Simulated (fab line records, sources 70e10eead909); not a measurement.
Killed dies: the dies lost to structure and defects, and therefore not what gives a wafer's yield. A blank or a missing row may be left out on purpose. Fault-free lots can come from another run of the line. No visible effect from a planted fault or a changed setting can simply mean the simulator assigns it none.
What tool caused it? | flow nandHarc | 42 wafers from 14 lots sampled at 6 of the route's 1302 steps

## WHAT EACH GAUGE READ, for each wafer
NHARC_A_DECK1_JOINT_THK_MEAS_14: measures by ellipsometry. Usual: thkNm 50.9 nm, standard deviation 1.5.
lot  | measured     | on           | thkNm (nm)     | flag
L887 | day 10 23:31 | filmMetro-02 | 53.0 48.9 49.5 | 
L889 | day 11 21:07 | filmMetro-01 | 51.4 51.4 50.2 | 
L891 | day 12 23:08 | filmMetro-02 | 48.4 48.9 50.4 | 
L893 | day 13 20:25 | filmMetro-01 | 52.5 50.4 51.9 | 
L894 | day 14 04:47 | filmMetro-01 | 52.3 52.4 50.3 | 
L895 | day 14 17:32 | filmMetro-01 | 50.6 50.0 50.0 | 
L896 | day 15 03:20 | filmMetro-01 | 52.7 53.0 51.3 | 
L897 | day 15 22:40 | filmMetro-02 | 52.4 49.6 48.6 | 
L899 | day 16 08:13 | filmMetro-02 | 51.7 50.1 47.1 | 
L900 | day 16 08:14 | filmMetro-01 | 49.8 51.9 51.5 | 
L902 | day 17 11:11 | filmMetro-01 | 50.7 47.8 51.5 | 
L904 | day 18 02:22 | filmMetro-01 | 48.6 51.4 51.2 | 
L909 | day 20 10:32 | filmMetro-01 | 51.1 52.3 49.7 | 
L910 | day 20 18:38 | filmMetro-02 | 53.8 52.2 52.7 | 

NHARC_A_ONON_D2_THK_MEAS_08: measures by ellipsometry. Usual: thkNm 999 nm, standard deviation 11.
lot  | measured     | on           | thkNm (nm)     | flag
L887 | day 12 03:34 | filmMetro-01 | 991 991 991    | 
L889 | day 13 04:05 | filmMetro-02 | 1008 1006 1008 | 
L891 | day 14 02:01 | filmMetro-01 | 1007 1006 1006 | 
L893 | day 14 23:39 | filmMetro-01 | 996 996 994    | 
L894 | day 15 05:07 | filmMetro-01 | 1002 1003 1001 | 
L895 | day 15 20:45 | filmMetro-01 | 982 982 982    | 
L896 | day 16 03:29 | filmMetro-02 | 1005 1004 1005 | 
L897 | day 17 00:20 | filmMetro-01 | 998 997 997    | 
L899 | day 17 11:08 | filmMetro-02 | 1007 1007 1007 | 
L900 | day 17 11:11 | filmMetro-02 | 1004 1003 1003 | 
L902 | day 18 14:02 | filmMetro-01 | 987 987 987    | 
L904 | day 19 02:56 | filmMetro-01 | 1001 1005 1004 | 
L909 | day 21 08:49 | filmMetro-01 | 1001 1000 1001 | 
L910 | day 21 19:59 | filmMetro-01 | 993 991 992    | 

NHARC_A_ONON_D2_THK_MEAS_18: measures by ellipsometry. Usual: thkNm 999 nm, standard deviation 11.
lot  | measured     | on           | thkNm (nm)     | flag
L887 | day 12 12:47 | filmMetro-02 | 1013 1010 1011 | 
L889 | day 13 13:13 | filmMetro-01 | 996 997 998    | 
L891 | day 14 12:17 | filmMetro-02 | 996 995 997    | 
L893 | day 15 08:32 | filmMetro-01 | 1017 1017 1017 | 
L894 | day 15 15:05 | filmMetro-02 | 998 996 998    | 
L895 | day 16 05:17 | filmMetro-01 | 987 988 988    | 
L896 | day 16 17:33 | filmMetro-01 | 999 997 998    | 
L897 | day 17 08:49 | filmMetro-02 | 979 981 981    | 
L899 | day 17 19:41 | filmMetro-01 | 990 991 989    | 
L900 | day 17 19:41 | filmMetro-02 | 999 998 998    | 
L902 | day 18 22:52 | filmMetro-02 | 986 986 985    | 
L904 | day 19 12:22 | filmMetro-02 | 1024 1025 1022 | 
L909 | day 21 18:27 | filmMetro-01 | 988 990 987    | 
L910 | day 22 04:50 | filmMetro-02 | 994 993 996    | 

NHARC_A_ONON_D2_THK_MEAS_27: measures by ellipsometry. Usual: thkNm 1005 nm, standard deviation 11.
lot  | measured     | on           | thkNm (nm)     | flag
L887 | day 12 14:31 | filmMetro-02 | 1013 1013 1012 | 
L889 | day 13 14:56 | filmMetro-01 | 1001 1002 1001 | 
L891 | day 14 13:59 | filmMetro-02 | 1007 1008 1009 | 
L893 | day 15 10:13 | filmMetro-01 | 1011 1011 1010 | 
L894 | day 15 16:48 | filmMetro-01 | 1010 1013 1013 | 
L895 | day 16 06:59 | filmMetro-01 | 1004 1005 1005 | 
L896 | day 16 19:17 | filmMetro-01 | 1019 1021 1020 | 
L897 | day 17 10:31 | filmMetro-02 | 1023 1022 1024 | 
L899 | day 17 21:23 | filmMetro-01 | 990 1347 1347  | OFF
L900 | day 17 21:23 | filmMetro-02 | 1000 1001 1001 | 
L902 | day 19 00:34 | filmMetro-02 | 996 1352 995   | OFF
L904 | day 19 14:05 | filmMetro-01 | 999 998 999    | 
L909 | day 21 20:09 | filmMetro-01 | 1015 1015 1014 | 
L910 | day 22 06:32 | filmMetro-02 | 998 997 997    | 

NHARC_END_SORT_01. Usual: killedAtArray 56, standard deviation 19; killedAtOther 0.6, standard deviation 1; killedAtPeriphery 3.9, standard deviation 2.7; killedDies 61, standard deviation 19; killedOpen 3.3, standard deviation 1.9; killedShort 2.4, standard deviation 1.7.
lot  | measured     | on        | killedAtArray | killedAtOther | killedAtPeriphery | killedDies | killedOpen | killedShort | flag
L899 | day 29 20:11 | prober-01 | 57 672 672    | 2 0 2         | 4 5 3             | 63 677 677 | 5 3 3      | 3 1 1       | OFF
L902 | day 31 05:36 | prober-02 | 74 672 72     | 2 2 0         | 9 3 2             | 85 677 74  | 4 7 4      | 3 2 6       | OFF

## EACH LOT AND THE TOOL THAT RAN IT (in order: tool; ch and the chambers of the sampled wafers; start)
lot  | NHARC_A_ONON_D2_DEP_25
L887 | pecvdOnon-04 ch 0, day 12 14:01
L889 | pecvdOnon-04 ch 0, day 13 14:25
L891 | pecvdOnon-01 ch 0, day 14 13:29
L893 | pecvdOnon-01 ch 0, day 15 09:42
L894 | pecvdOnon-04 ch 0, day 15 16:17
L895 | pecvdOnon-01 ch 0, day 16 06:35
L896 | pecvdOnon-04 ch 0, day 16 18:53
L897 | pecvdOnon-04 ch 0, day 17 10:00
L899 | pecvdOnon-04 ch 0, day 17 20:53
L900 | pecvdOnon-01 ch 0, day 17 20:53
L902 | pecvdOnon-04 ch 0, day 19 00:07
L904 | pecvdOnon-03 ch 0, day 19 13:37
L909 | pecvdOnon-01 ch 0, day 21 19:38
L910 | pecvdOnon-01 ch 0, day 22 06:02
- NHARC_A_ONON_D2_DEP_25: target thk 1000 nm.

## WHAT THE TOOLS THEMSELVES READ (means of the sampled wafers that have a number; where no wafer has one, the mark that the record gives instead)
The record holds no such reading with a usual standard deviation.

## THE ANSWER, worked out from the rows above alone
Rule: take the mean of a lot's wafers that have a number; if it is more than 3 standard deviations from the usual mean, the lot is off. A lot without any number at a reading at which 4 lots or more have one is off too. The other lots that the step has rows for count as sound. Order of review: gauges by route order, followed by the tools' own readings, for which a lot's mean as printed above is used. The first step at which some lot is off is used, and at that step the reading that is off furthest; a lot without a number counts as furthest.
Off, at NHARC_A_ONON_D2_THK_MEAS_27 on thkNm: L899, L902.
A tool fits if, at a process step before that reading, it ran every lot that is off, and no sound lot after the first of them. Not tried: the gauges at NHARC_A_ONON_D2_THK_MEAS_27; whatever is off there is also off at NHARC_END_SORT_01, on other tools, and gauge error can't account for it. One candidate fits, namely pecvdOnon-04 at NHARC_A_ONON_D2_DEP_25. Its last sound lot is L897 (day 17 10:00), its first lot that is off L899 (day 17 20:53): a fault that began between those two fits.

## WHAT WAS PUT IN BY THE SIMULATOR
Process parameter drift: pecvdOnon-04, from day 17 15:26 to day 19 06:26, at NHARC_A_ONON_D2_DEP_25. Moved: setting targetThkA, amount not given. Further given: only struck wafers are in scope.
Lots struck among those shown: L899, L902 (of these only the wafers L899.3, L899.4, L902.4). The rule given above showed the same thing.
